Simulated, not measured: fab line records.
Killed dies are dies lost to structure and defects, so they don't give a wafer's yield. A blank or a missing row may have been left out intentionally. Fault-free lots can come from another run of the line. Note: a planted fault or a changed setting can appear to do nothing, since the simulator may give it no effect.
fab line records	flow n5-finfet
[record] lots = 5	wafers = 13	last-day = 18
route steps=1938 shown BEOL_M2@878 BEOL_M4@1111 PASSIVATION@1936
lots that met no fault: from a run of the same line without faults
start-h: hours from the record's first day to the start of the lot's first wafer shown	wait-h: hours elapsed since this lot's preceding step	" same as the row above	L1.1+2: a single row standing in for several wafers	- no value present, or no start provided	* or withheld: withheld	< > ~ a bound
route shown NAME@n: names a module that has steps shown in the file, with the first one's number in the route	usual: average and standard deviation across the fault-free wafers	same: alike in all rows	chamber/n: place in a boat	sites: per-site readings	_std_site: the values' standard deviation	_edge_site: the outer-site mean with the inner-site mean subtracted	radius-mm: for every site, how far away it sits from the centre of the wafer	mask NAME#n: copy n	behind: tool/chamber where the wafer was last shaped	hold: why the lot was held/for how many hours/how that ended	device: which transistor (n, p or np) failed to switch	end of line: the same wafers' tests at the end of the route	for a step that has no rows: nothing shown but its recipe	killed: count of dies lost to structure and defects at first sort (not the wafer's yield)	map: dies across one wafer; x = killed, . = not, _ = none there
set.NAME: the setting that was run; set.NAME@STEP: the one run at that earlier step	model.NAME: the simulator's own value behind a step, which no gauge read
a table for each step, a row for each wafer; lots at some steps of the route
services: from which hour (start-h, from the record's first day; less than 0 if before it) a tool's chamber was out of use, for how many hours, and why
[[steps]]
[step N5_BEOL_M2_INSPECT_30]
[recipe] mode = adi	inspect-instrument = brightfield
[usual] raw-defect-count = 415/100
lot.wafer	tool	chamber	start-h	wait-h	raw-defect-count
L146.1	defect-inspect-02	-	135.67	0.1	350
L146.4	"	-	"	"	363
L146.6	"	-	"	"	302
L150.2	defect-inspect-02	-	156.04	0.0	797
L150.4	"	-	"	"	599
L150.5	"	-	"	"	510
L158.1	defect-inspect-02	-	225.40	0.1	328
L158.3	"	-	"	"	410
L158.5	"	-	"	"	384
L164.2	defect-inspect-02	-	257.38	0.0	481
L164.4	"	-	"	"	649
L164.6	"	-	"	"	688
L168.6	defect-inspect-01	-	280.93	0.0	314
[step N5_BEOL_M2_DESCUM_33]
[recipe] chemistry = O2	time-s = 7	source-power-w = 50	bias-power-w = 20	pressure-mtorr = 20	rf-frequency-hz = 2.712e+07	temp-c = 40	resist = CAR-EUV	o2-flow-sccm = 225
[usual] drypump-motor-current-A = 5.5/0.41	oes-product-au = 0.76/0.081	rf-vpp-V = 243.0/1.6	showerhead-plenum-p-Torr = 2.08/0.08	temp-c = 40.01/0.11	throttle-valve-pct = 20.44/0.26
lot.wafer	tool	chamber	start-h	wait-h	drypump-motor-current-A	oes-product-au	rf-hours-counter-h	rf-vpp-V	showerhead-plenum-p-Torr	temp-c	throttle-valve-pct
L146.1	rie-diel-05	3	135.70	0.0	5.4	0.69	215	241.3	2.00	40.07	20.43
L146.4	"	1	"	"	6.2	0.79	119	243.0	2.11	39.87	20.81
L146.6	"	3	"	"	5.4	0.68	-	242.9	2.00	40.06	20.45
L150.2	rie-diel-01	3	156.09	0.0	5.0	0.77	127	242.4	2.03	40.10	20.65
L150.4	"	0	"	"	6.2	0.69	225	243.8	2.17	40.09	20.74
L150.5	"	0	"	"	6.2	0.70	-	244.6	2.17	39.94	20.72
L158.1	rie-diel-01	1	225.43	0.0	5.8	0.78	126	245.0	2.19	40.16	20.15
L158.3	"	2	"	"	5.1	0.70	216	243.2	2.07	40.08	20.59
L158.5	"	2	"	"	5.1	0.71	-	243.7	2.07	40.02	20.58
L164.2	rie-diel-04	0	257.51	0.1	5.8	0.77	153	243.5	2.12	40.13	20.24
L164.4	"	3	"	"	5.5	0.74	170	241.5	2.03	40.12	20.64
L164.6	"	2	"	"	5.6	0.87	-	243.9	2.10	39.89	20.43
L168.6	rie-diel-01	1	280.98	0.0	5.9	0.77	-	245.7	2.18	40.11	20.20
[step N5_BEOL_M2_ETCH_77]
[recipe] chemistry = N2/H2	target = underlayer	target-depth-a = 65	mask-material = CAR-EUV	time-s = 5.2	ion-energy-ev = 200	pressure-mtorr = 30	source-w = 840	bias-w = 150	n2-flow-sccm = 200	h2-flow-sccm = 200	ends = cleared
[step N5_BEOL_M2_ETCH_69]
[recipe] chemistry = CF4	target = SiARC	target-depth-a = 156	mask-material = CAR-EUV	time-s = 26	ion-energy-ev = 80	pressure-mtorr = 40	source-w = 545	bias-w = 36	Ar_flow_sccm = 100	cf4-flow-sccm = 100	ends = cleared
[step N5_BEOL_M2_ALD_98]
[recipe] material = SiO2	target-thk-a = 25	temp-c = 100	ald-precursor-family = BDEAS	ald-co-reactant = O2-plasma	pulse-time-s = 1	co-reactant-pulse-time-s = 1	purge-time-s = 2	co-reactant-purge-time-s = 2	ald-cycles = 17	pressure-torr = 2
[step N5_BEOL_M2_ETCHBACK_99]
[recipe] chemistry = CHF3	target = SiO2	target-depth-a = 50	time-s = 10.4	source-w = 215	bias-w = 47	Ar_flow_sccm = 200	CHF3_flow_sccm = 12	ion-energy-ev = 100	pressure-mtorr = 30
[step N5_BEOL_M2_ETCH_70]
[recipe] chemistry = N2/H2	target = SOC	target-depth-a = 800	overetch-a = 240	mask-material = SiARC	temp-c = 40	time-s = 130	ion-energy-ev = 200	pressure-mtorr = 30	source-w = 840	bias-w = 150	n2-flow-sccm = 200	h2-flow-sccm = 200
[step N5_BEOL_M2_STRIP_71]
[recipe] chemistry = N2/H2	temp-c = 40	n2-flow-sccm = 200	h2-flow-sccm = 200	rf-frequency-hz = 6e+07
[step N5_BEOL_M2_STRIP_78]
[recipe] chemistry = N2/H2	temp-c = 40	n2-flow-sccm = 200	h2-flow-sccm = 200	rf-frequency-hz = 6e+07
[step N5_BEOL_M2_VIA_ETCH_34]
[recipe] chemistry = C4F6/O2	target-depth-a = 694	mask-material = SOC	pressure-mtorr = 15	ion-energy-ev = 250	taper-deg = 4	time-s = 65.9	source-w = 350	bias-w = 170	Ar_flow_sccm = 300	C4F6_flow_sccm = 10	O2_flow_sccm = 10
[step N5_BEOL_M2_STRIP_83]
[recipe] chemistry = C4F6/O2	resist = SiARC	rf-frequency-hz = 6e+07
[step N5_BEOL_M2_STRIP_36]
[recipe] chemistry = N2/H2	power-w = 450	temp-c = 40	pressure-mtorr = 20	rf-frequency-hz = 6e+07	overash-fraction = 0.3	bias-power-w = 7	h2-frac = 0.5	n2-flow-sccm = 200	h2-flow-sccm = 200
[step N5_BEOL_M2_TRENCH_ETCH_37]
[recipe] chemistry = C4F6/O2	target-depth-a = 555.55	target = SiOC	time-s = 29.2	ion-energy-ev = 250	pressure-mtorr = 30	source-w = 355	bias-w = 185	Ar_flow_sccm = 300	C4F6_flow_sccm = 10	O2_flow_sccm = 10
[usual] C4F6_flow_sccm = 10.00/0.031	drypump-motor-current-A = 5.6/0.44	oes-product-au = 0.77/0.078	rf-vpp-V = 671/19	showerhead-plenum-p-Torr = 2.85/0.11	throttle-valve-pct = 20.93/0.22
lot.wafer	tool	chamber	start-h	wait-h	C4F6_flow_sccm	drypump-motor-current-A	oes-product-au	rf-hours-counter-h	rf-vpp-V	showerhead-plenum-p-Torr	throttle-valve-pct	model.etch.depth-nm	model.BEOL_M2.feature-depth-nm
L146.1	rie-diel-01	2	150.17	-	9.98	5.1	0.72	196	654	2.84	21.05	55.25	55.2
L146.4	"	0	"	"	10.00	6.2	0.69	223	656	2.94	21.11	55.77	55.8
L146.6	"	2	"	"	10.01	5.1	0.72	-	655	2.84	21.06	55.44	55.4
L150.2	rie-diel-01	0	179.65	-	10.01	6.2	0.69	233	653	2.94	21.11	56.11	56.2
L150.4	"	3	"	"	10.00	5.0	0.77	-	674	2.73	20.89	54.75	54.8
L150.5	"	1	"	"	9.98	5.8	0.79	-	705	3.01	20.77	54.91	55
L158.1	rie-diel-01	3	238.40	-	9.95	5.0	0.75	158	673	2.72	20.93	55.11	55.2
L158.3	"	2	"	"	9.98	5.1	0.69	222	655	2.82	21.09	54.83	54.8
L158.5	"	3	"	"	10.04	5.0	0.76	-	673	2.72	20.92	55.68	55.6
L164.2	rie-diel-01	1	270.62	-	10.06	5.8	0.77	145	706	3.00	20.83	54.76	54.8
L164.4	"	2	"	"	9.98	5.2	0.68	234	654	2.82	21.12	54.8	54.8
L164.6	"	3	"	"	10.01	5.1	0.74	-	673	2.72	20.97	54.58	54.6
L168.6	rie-diel-01	0	282.69	-	9.98	6.2	0.95	-	654	2.92	20.74	53.05	53
[step N5_BEOL_M2_ETCH_41]
[recipe] chemistry = CH3F/O2	target = SiCN	target-depth-a = 299	taper-deg = 2	time-s = 52.5	ion-energy-ev = 120	mask-material = TiN	pressure-mtorr = 30	source-w = 395	bias-w = 75	Ar_flow_sccm = 150	CH3F_flow_sccm = 30	O2_flow_sccm = 20
[step N5_BEOL_M2_STRIP_97]
[recipe] chemistry = N2/H2	time-s = 10	power-w = 450	temp-c = 40	pressure-mtorr = 20	rf-frequency-hz = 6e+07	bias-power-w = 7	n2-flow-sccm = 200	h2-flow-sccm = 200
[step N5_BEOL_M2_OCD_MEAS_38]
[usual] trench-depth-nm = 55.8/1.3
lot.wafer	tool	chamber	start-h	wait-h	trench-depth-nm
L146.1	ocd-02	-	150.33	-	55.5
L146.4	"	-	"	"	55.2
L146.6	"	-	"	"	55.1
L150.2	ocd-02	-	179.81	-	56.4
L150.4	"	-	"	"	55.3
L150.5	"	-	"	"	54.6
L158.1	ocd-01	-	238.55	-	54.7
L158.3	"	-	"	"	55.0
L158.5	"	-	"	"	55.7
L164.2	ocd-01	-	270.78	-	54.9
L164.4	"	-	"	"	55.0
L164.6	"	-	"	"	55.0
L168.6	ocd-02	-	282.83	-	53.5
[step N5_BEOL_M2_HM_STRIP_39]
[recipe] chemistry = peroxide-tin-strip	material = TiN	target-depth-a = 250	temp-c = 50	time-s = 158
[step N5_BEOL_M2_SRD_40]
[recipe] time-s = 30	temp-c = 23	rinse-liquid = diw	dry = ipa-marangoni
[step N5_BEOL_M2_PRECLEAN_42]
[recipe] chemistry = residue-remover	time-s = 60	temp-c = 40
[step N5_BEOL_M2_SRD_43]
[recipe] time-s = 30	temp-c = 23	rinse-liquid = diw	dry = ipa-marangoni
[step N5_BEOL_M2_CD_MEAS_35]
[recipe] target-cd-nm = 18	target-cd-y-nm = 22.2	polarity = opening
[usual] cd-nm = 17.9/0.46
lot.wafer	tool	chamber	start-h	wait-h	cd-nm
L146.1	cd-sem-03	-	150.49	0.0	17.4
L146.4	"	-	"	"	18.2
L146.6	"	-	"	"	17.9
L150.2	cd-sem-02	-	179.96	0.0	18.0
L150.4	"	-	"	"	18.0
L150.5	"	-	"	"	18.0
L158.1	cd-sem-03	-	238.71	0.0	18.2
L158.3	"	-	"	"	17.9
L158.5	"	-	"	"	17.7
L164.2	cd-sem-02	-	270.93	0.0	18.2
L164.4	"	-	"	"	17.9
L164.6	"	-	"	"	18.4
L168.6	cd-sem-02	-	282.99	0.0	17.9
[step N5_BEOL_M2_DEGAS_44]
[recipe] ambient = vacuum	temp-c = 250	time-s = 60
[step N5_BEOL_M2_PRE_CLEAN_45]
[recipe] gas = H2/He	time-s = 30	temp-c = 250
[step N5_BEOL_M2_ALD_84]
[recipe] material = TaN	target-thk-a = *	temp-c = 275	ald-precursor-family = PDMAT	ald-co-reactant = NH3	pressure-torr = 3	carrier-flow-sccm = 1500	pulse-time-s = 2	purge-time-s = 3	co-reactant-purge-time-s = 2	co-reactant-pulse-time-s = 3	ald-cycles = 30	precursor-vessel-temp-c = 75	precursor-vessel-pressure-torr = 26.25	precursor-vessel-carrier-sccm = 1000
[step N5_BEOL_M2_SURFACE_TREAT_85]
[recipe] gas = Ar	time-s = *	ion-energy-ev = *	ion-current-ma-cm2 = 0.5	pressure-mtorr = *	ar-flow-sccm = 30
[step N5_BEOL_M2_CVD_47]
[recipe] material = Co	target-thk-a = 30	temp-c = withheld	precursor = CCTBA/H2	pressure-torr = 30	time-s = 223.8
[step N5_BEOL_M2_SPUTTER_48]
[recipe] material = Cu	target-thk-a = 45	temp-c = -20	chamber-pressure-pa = 0.07	power-w = withheld	time-s = 8.29
[usual] chuck-gas-flow-sccm = 1.27/0.051	throttle-valve-pct = 29.7/0.87
lot.wafer	tool	chamber	start-h	wait-h	chuck-gas-flow-sccm	throttle-valve-pct
L146.1	pvd-sputter-03	-	152.18	0.3	1.32	29.3
L146.4	"	-	"	"	1.27	28.6
L146.6	"	-	"	"	1.33	29.1
L150.2	pvd-sputter-03	-	181.54	0.2	1.20	28.4
L150.4	"	-	"	"	1.34	31.0
L150.5	"	-	"	"	1.23	31.2
L158.1	pvd-sputter-03	-	241.50	0.2	1.28	28.7
L158.3	"	-	"	"	1.31	31.3
L158.5	"	-	"	"	1.20	29.9
L164.2	pvd-sputter-03	-	271.76	0.1	1.26	29.2
L164.4	"	-	"	"	1.21	28.4
L164.6	"	-	"	"	1.33	30.0
L168.6	pvd-sputter-03	-	284.36	0.1	1.32	31.0
[step N5_BEOL_M2_ANNEAL_49]
[recipe] temp-c = 400	time-s = 240	ambient = vacuum
[step N5_BEOL_M2_SPUTTER_79]
[recipe] material = Cu	target-thk-a = 45	temp-c = -20	chamber-pressure-pa = 0.07	power-w = withheld	time-s = 8.29
[step N5_BEOL_M2_ANNEAL_80]
[recipe] temp-c = 400	time-s = 240	ambient = vacuum
[usual] heater-power-w = 811/57	susceptor_temp_C_max = 400.89/0.26
lot.wafer	tool	chamber	start-h	wait-h	heater-power-w	susceptor_temp_C_max
L146.1	pvd-sputter-03	-	152.48	0.0	796	400.77
L146.4	"	-	"	"	854	400.90
L146.6	"	-	"	"	799	400.61
L150.2	pvd-sputter-03	-	181.84	0.0	824	401.01
L150.4	"	-	"	"	800	400.90
L150.5	"	-	"	"	776	400.60
L158.1	pvd-sputter-03	-	241.80	0.0	827	400.85
L158.3	"	-	"	"	783	400.82
L158.5	"	-	"	"	872	401.36
L164.2	pvd-sputter-03	-	272.06	0.0	793	400.94
L164.4	"	-	"	"	861	400.88
L164.6	"	-	"	"	870	400.92
L168.6	pvd-sputter-03	-	284.69	0.1	762	400.90
[step N5_BEOL_M2_SPUTTER_81]
[recipe] material = Cu	target-thk-a = 45	temp-c = -20	chamber-pressure-pa = 0.07	power-w = withheld	time-s = 8.29
[step N5_BEOL_M2_ANNEAL_82]
[recipe] temp-c = 400	time-s = 240	ambient = vacuum
[step N5_BEOL_M2_SPUTTER_86]
[recipe] material = Cu	target-thk-a = 45	temp-c = -20	chamber-pressure-pa = 0.07	power-w = withheld	time-s = 8.29
[step N5_BEOL_M2_ANNEAL_87]
[recipe] temp-c = 400	time-s = 240	ambient = vacuum
[usual] heater-power-w = 809/58	susceptor_temp_C_max = 400.9/0.32
lot.wafer	tool	chamber	start-h	wait-h	heater-power-w	susceptor_temp_C_max
L146.1	pvd-sputter-03	-	152.92	0.0	811	401.1
L146.4	"	-	"	"	833	400.9
L146.6	"	-	"	"	825	400.6
L150.2	pvd-sputter-03	-	182.28	0.0	840	400.9
L150.4	"	-	"	"	763	400.5
L150.5	"	-	"	"	766	400.5
L158.1	pvd-sputter-03	-	242.24	0.0	830	400.8
L158.3	"	-	"	"	771	400.7
L158.5	"	-	"	"	883	401.0
L164.2	pvd-sputter-03	-	272.50	0.0	817	400.7
L164.4	"	-	"	"	833	401.0
L164.6	"	-	"	"	887	401.1
L168.6	pvd-sputter-03	-	285.13	0.1	805	400.7
[step N5_BEOL_M2_SPUTTER_88]
[recipe] material = Cu	target-thk-a = 45	temp-c = -20	chamber-pressure-pa = 0.07	power-w = withheld	time-s = 8.29
[step N5_BEOL_M2_ANNEAL_89]
[recipe] temp-c = 400	time-s = 240	ambient = vacuum
[usual] heater-power-w = 810/58	susceptor_temp_C_max = 400.91/0.29
lot.wafer	tool	chamber	start-h	wait-h	heater-power-w	susceptor_temp_C_max
L146.1	pvd-sputter-03	-	153.14	0.0	798	401.01
L146.4	"	-	"	"	861	401.06
L146.6	"	-	"	"	790	401.00
L150.2	pvd-sputter-03	-	182.50	0.0	842	401.30
L150.4	"	-	"	"	771	400.79
L150.5	"	-	"	"	775	400.58
L158.1	pvd-sputter-03	-	242.46	0.0	857	400.39
L158.3	"	-	"	"	791	400.75
L158.5	"	-	"	"	901	401.20
L164.2	pvd-sputter-03	-	272.72	0.0	794	400.84
L164.4	"	-	"	"	817	400.59
L164.6	"	-	"	"	889	401.03
L168.6	pvd-sputter-03	-	285.35	0.1	778	400.92
[step N5_BEOL_M2_SPUTTER_90]
[recipe] material = Cu	target-thk-a = 45	temp-c = -20	chamber-pressure-pa = 0.07	power-w = withheld	time-s = 8.29
[step N5_BEOL_M2_ANNEAL_91]
[recipe] temp-c = 400	time-s = 240	ambient = vacuum
[step N5_BEOL_M2_SPUTTER_92]
[recipe] material = Cu	target-thk-a = 45	temp-c = -20	chamber-pressure-pa = 0.07	power-w = withheld	time-s = 8.29
[step N5_BEOL_M2_ANNEAL_93]
[recipe] temp-c = 400	time-s = 240	ambient = vacuum
[step N5_BEOL_M2_SPUTTER_94]
[recipe] material = Cu	target-thk-a = 45	temp-c = -20	chamber-pressure-pa = 0.07	power-w = withheld	time-s = 8.29
[step N5_BEOL_M2_ANNEAL_95]
[recipe] temp-c = 400	time-s = 240	ambient = vacuum
[step N5_BEOL_M2_CMP_52]
[recipe] stop-on = SiOC	t-overpolish-s = 6.8	down-force-psi = 1	platen-rpm = 50	clearing-platen-down-force-psi = 1.5	clearing-platen-rpm = 50	post-cmp-clean = cu-alkaline	target-thk-nm = 40	clearing-platen-pad-velocity-m-s = 0.99484	pad-velocity-m-s = 0.99484
[usual] barrier-field-endpoint-s = 24.5/0.64	clearing-platen-down-force-psi = 1.5000/0.0028	motor-current-A = 6.1/0.61	overpolish-run-s = 6.800/0.0092	time-to-endpoint-s = 62/3.9
lot.wafer	tool	chamber	start-h	wait-h	barrier-field-endpoint-s	clearing-platen-down-force-psi	motor-current-A	overpolish-run-s	time-to-endpoint-s	model.Cu_of_BEOL_M2_ECD_50.thk-nm
L146.1	cmp-03	0	154.70	0.3	24.2	1.4957	6.5	6.805	64	39.8
L146.4	"	1	"	"	24.7	1.4996	5.8	6.799	66	42.4
L146.6	"	3	"	"	24.5	1.4951	6.0	6.798	63	41.2
L150.2	cmp-03	1	183.79	0.2	24.5	1.5048	6.0	6.808	67	40.8
L150.4	"	3	"	"	24.8	1.5004	6.3	6.791	63	38.8
L150.5	"	1	"	"	24.8	1.4996	6.5	6.800	65	38.4
L158.1	cmp-02	1	243.75	0.3	25.3	1.5005	6.0	6.784	67	40.4
L158.3	"	2	"	"	24.6	1.4982	5.1	6.794	64	38.8
L158.5	"	2	"	"	25.3	1.5026	5.2	6.803	65	40
L164.4	cmp-03	2	274.09	0.2	23.7	1.5023	6.2	6.788	62	37.6
L164.2	"	3	"	"	24.6	1.4969	6.0	6.811	67	39.6
L164.6	"	0	"	"	24.3	1.5040	6.4	6.810	61	38.8
L168.6	cmp-02	3	286.92	0.2	23.9	1.5004	5.9	6.791	53	35.2
[step N5_BEOL_M2_RS_MEAS_58]
[recipe] thk-meas-gauge = four-point-probe	reads = Co_of_BEOL_M2_CO_CAP_55+Cu_of_BEOL_M2_ECD_50+Co_of_BEOL_M2_CVD_47+TaN_of_BEOL_M2_ALD_84
[usual] M2_RS = 0.67/0.037
lot.wafer	tool	chamber	start-h	wait-h	M2_RS[ohm/sq]
L146.1	film-metro-01	-	155.18	0.0	0.67
L146.4	"	-	"	"	0.62
L146.6	"	-	"	"	0.64
L150.2	film-metro-01	-	184.35	0.1	0.65
L150.4	"	-	"	"	0.70
L150.5	"	-	"	"	0.70
L158.1	film-metro-01	-	244.36	0.0	0.66
L158.3	"	-	"	"	0.70
L158.5	"	-	"	"	0.67
L164.2	film-metro-01	-	274.58	0.1	0.68
L164.4	"	-	"	"	0.73
L164.6	"	-	"	"	0.69
L168.6	film-metro-02	-	287.29	0.0	0.79
[step N5_BEOL_M4_RC_MEAS_101]
[usual] DIBL_N = 36.5/2.1	DIBL_P = 36.6/2.6	IOFF_N = 0.17/0.044	IOFF_P = 0.21/0.048	ION_N = 674/17	ION_P = 462/9.5	SS_N = 71.6/0.77	SS_P = 73.5/0.72	VT_N = 250/4.2	VT_P = -250/3.9
lot.wafer	tool	chamber	start-h	wait-h	DIBL_N[mV/V]	DIBL_P[mV/V]	IOFF_N[nA/um]	IOFF_P[nA/um]	ION_N[uA/um]	ION_P[uA/um]	SS_N[mV/dec]	SS_P[mV/dec]	VT_N[mV]	VT_P[mV]
L146.1	prober-02	0	194.21	0.0	36.5	34.5	0.20	0.21	687	464	71.6	73.1	244	-247
L146.4	"	0	"	"	37.6	37.5	0.20	0.27	688	477	71.7	73.7	246	-246
L146.6	"	0	"	"	38.6	39.0	0.23	0.33	683	469	71.8	74.6	239	-242
L150.2	prober-01	0	222.23	0.2	38.8	38.2	0.22	0.28	694	478	71.5	73.9	248	-245
L150.4	"	0	"	"	36.1	34.2	0.15	0.22	664	464	72.0	73.1	253	-247
L150.5	"	0	"	"	35.9	34.6	0.16	0.22	666	463	70.9	72.9	251	-248
L158.1	prober-02	0	299.86	0.0	37.1	37.3	0.15	0.19	649	446	71.8	73.7	250	-255
L158.3	"	0	"	"	36.4	39.2	0.17	0.23	682	463	71.4	74.4	249	-252
L158.5	"	0	"	"	34.2	35.2	0.13	0.18	664	459	71.0	73.3	253	-251
L164.2	prober-01	0	323.80	0.2	37.9	38.0	0.16	0.21	662	452	72.5	73.2	251	-252
L164.4	"	0	"	"	40.2	41.2	0.25	0.27	702	471	72.6	74.1	242	-245
L164.6	"	0	"	"	37.2	37.0	0.16	0.20	666	450	72.0	73.9	250	-253
L168.6	prober-02	0	340.10	0.8	36.7	37.1	0.17	0.22	676	464	70.9	73.0	251	-249
[step N5_PASSIVATION_PROBE_49]
[usual] defect-limited-yield = 91.2/1.5	killed_at_M0_to_M3 = 36/10	killed_at_M4_up = 14/5.2	killed-at-contacts = 12/6	killed-at-front-end = 37/10	killed-at-other = 4/3.3	killed-dies = 104/18	killed-open = 68/14	killed-short = 34/7.4	sort_bin_5_function = 5.2/1	sort_bin_6_memory = 3.3/0.7	sort-n-pass = 1076/18	sort-yield-pct = 91.2/1.5
[same] gross-dies = 1180	killed-at-back-side = 0	sort_bin_4_leakage[%] = 0	sort_bin_8_speed[%] = 0
lot.wafer	tool	chamber	start-h	wait-h	defect-limited-yield[%]	killed_at_M0_to_M3	killed_at_M4_up	killed-at-contacts	killed-at-front-end	killed-at-other	killed-dies	killed-open	killed-short	sort_bin_5_function[%]	sort_bin_6_memory[%]	sort-n-pass	sort-yield-pct[%]
L150.2	prober-02	-	331.96	0.1	91.1	48	11	15	28	3	105	63	40	5.3	3.2	1075	91.1
L150.4	prober-02	-	332.06	0.2	92.8	25	19	11	28	2	85	65	20	4.1	3.1	1095	92.8
L150.5	prober-02	-	332.11	0.2	90.2	46	16	9	42	3	116	62	52	5.3	3.7	1064	90.2
L164.2	prober-02	-	439.47	0.1	88.9	74	11	7	28	11	131	96	34	6.3	4.6	1049	88.9
L164.4	prober-02	-	439.57	0.2	90.8	39	19	8	38	4	108	77	30	5.7	3.1	1072	90.8
L164.6	prober-02	-	439.67	0.3	92.1	38	18	8	27	2	93	67	26	4.6	3.1	1087	92.1
// killed by level:class
L150.2 BEOL_M0_SAQP:geometric-particle:short=19 BEOL_M0_SAQP:geometric-particle:open=14 MOL_CONTACT_COAG:geometric-particle:open=11 BEOL_M2:geometric-particle:open=6 ILD0:geometric-particle:open=5 BEOL_M3:geometric-particle:open=5 FIN_SAQP:geometric-particle:short=4 MOL_CONTACT_COAG:geometric-particle:short=4
L150.4 MOL_CONTACT_COAG:geometric-particle:open=11 DUMMY_GATE:geometric-particle:open=9 BEOL_M0_SAQP:geometric-particle:open=8 BEOL_M3:geometric-particle:open=8 FIN_SAQP:geometric-particle:open=5 BEOL_M0_SAQP:geometric-particle:short=5 BEOL_M4:geometric-particle:short=5 BEOL_M4:geometric-particle:open=5
L150.5 BEOL_M0_SAQP:geometric-particle:short=19 BEOL_M0_SAQP:geometric-particle:open=14 ILD0:geometric-particle:open=10 FIN_SAQP:geometric-particle:short=9 BEOL_M4:geometric-particle:open=7 BEOL_M2:geometric-particle:open=6 MOL_CONTACT_COAG:geometric-particle:open=5 MOL_CONTACT_COAG:geometric-particle:short=4
L164.2 BEOL_M1:geometric-particle:open=19 BEOL_M3:geometric-particle:open=11 BEOL_M0_SAQP:geometric-particle:short=10 BEOL_M0_SAQP:geometric-particle:open=10 BEOL_M2:geometric-particle:open=8 STI_FIN_REVEAL:geometric-particle:open=7 MOL_CONTACT_COAG:geometric-particle:open=7 PASS1_CAP:geometric-particle:open=6
L164.4 FIN_SAQP:geometric-particle:open=10 BEOL_M2:geometric-particle:open=9 STI_FIN_REVEAL:geometric-particle:open=9 BEOL_M1:geometric-particle:open=9 MOL_CONTACT_COAG:geometric-particle:open=6 BEOL_M0_SAQP:geometric-particle:short=6 BEOL_M3:geometric-particle:open=5 BEOL_M4:geometric-particle:open=5
L164.6 BEOL_M3:geometric-particle:open=11 BEOL_M2:geometric-particle:open=9 BEOL_M1:geometric-particle:open=8 BEOL_M4:geometric-particle:open=8 DUMMY_GATE:geometric-particle:open=7 MOL_CONTACT_COAG:geometric-particle:open=6 FIN_SAQP:geometric-particle:open=5 STI_FIN_REVEAL:geometric-particle:open=4
[[services]]
tool	chamber	start-h	hours	kind
cmp-02	-	144.13	7.5	pm
rie-diel-01	2	171.91	16.9	repair
cmp-02	-	173.39	1.6	repair
rie-diel-04	2	196.85	3.7	repair
cmp-03	-	204.67	4.0	pm
cmp-03	-	208.67	-	consumable-replace:conditioner
cmp-03	-	208.67	-	consumable-replace:pad
cmp-03	-	216.66	0.9	repair
cmp-02	-	216.81	1.2	repair
rie-diel-01	0	223.62	-	clean
rie-diel-01	0	223.62	-	consumable-replace:focus-ring
rie-diel-01	0	223.62	32.8	scheduled-down
rie-diel-01	0	223.62	32.8	vent-cycle
cmp-02	-	231.63	10.3	pm
rie-diel-05	3	240.08	-	clean
rie-diel-05	3	240.08	-	consumable-replace:focus-ring
rie-diel-05	3	240.08	-	consumable-replace:showerhead
rie-diel-05	3	240.08	25.9	scheduled-down
rie-diel-05	3	240.08	25.9	vent-cycle
cmp-03	-	244.00	1.0	repair
cmp-02	-	259.41	4.0	pm
rie-diel-04	0	268.44	10.6	repair
rie-diel-04	3	273.77	2.0	repair
rie-diel-05	1	286.76	30.4	repair
[[key]]
[first-sign] step = N5_BEOL_M2_RS_MEAS_58	reading = M2_RS	direction = up	sigmas = 3.2	usual = 0.67	struck = 0.79
effect none on later readings
[model-effect] step = N5_BEOL_M2_TRENCH_ETCH_37	value = etch.depth-nm	without = 57.28	struck = 53.05
[model-effect] step = N5_BEOL_M2_CMP_52	value = Cu_of_BEOL_M2_ECD_50.thk-nm	without = 39.4	struck = 35.2
met-at N5_BEOL_M2_TRENCH_ETCH_37
struck-wafers L168.6
rows-end L168.6
onset-between 179.65 282.69
also-fits time
[fault] kind = process-parameter-drift	tool = rie-diel-01	chamber = 0	onset-h = 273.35	steps = N5_BEOL_M2_TRENCH_ETCH_37	channel = target-depth-a	offset = -41.038	shape = step	acts-in = these-recipes-only	stated = 555.55
// rows-end: these wafers met a further fault down the route, and their rows from its step on are left out
